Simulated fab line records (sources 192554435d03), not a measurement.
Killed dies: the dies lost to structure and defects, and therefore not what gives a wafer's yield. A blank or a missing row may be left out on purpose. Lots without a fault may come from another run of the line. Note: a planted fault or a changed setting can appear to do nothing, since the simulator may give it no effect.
Matching of chambers	flow n5 finfet	N5_BEOL_M6_ALD_77 on ald metal-04: 4 sister chambers
The step deposits TaN, target thk 2 nm, pulse time 2 s, purge time 3 s. 4 wafers are shown with their chamber, then 8 later ones without.

WAFERS, EACH WITH ITS CHAMBER
wafer	chamber	heater power w (W)
L075.2	2	366
L080.5	3	438
L080.6	0	374
L090.1	1	441

WAFERS MISSING THEIR CHAMBER
wafer	heater power w (W)
L090.4	376
L090.5	370
L092.1	442
L092.2	438
L092.5	438
L093.1	364
L093.3	369
L093.5	447

WHICH CHAMBER EACH ONE RAN IN
wafer	from the rows above	in truth
L090.4	0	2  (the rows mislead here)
L090.5	can't be placed: 0 or 2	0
L092.1	can't be placed: 1 or 3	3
L092.2	can't be placed: 3 or 1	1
L092.5	can't be placed: 3 or 1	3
L093.1	2	2
L093.3	can't be placed: 2 or 0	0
L093.5	can't be placed: 1 or 3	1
1 of 8 placed correctly. Not placeable from these rows: 6 (in 6, the candidates include the true chamber). Wrongly placed: 1.
How it was worked out, from the rows above alone: a wafer's distance from a chamber is the root of the sum, over the readings, of the square of ((its reading less the chamber's mean) divided by the reading's scatter). The wafer belongs to the nearest chamber; if the next one is less than 2 further off, it can't be placed. Each chamber's mean is taken over the wafers shown for it. The scatter (one wafer shown for each chamber): square how far every hidden wafer sits from the nearest shown wafer, average those squares and take the square root.
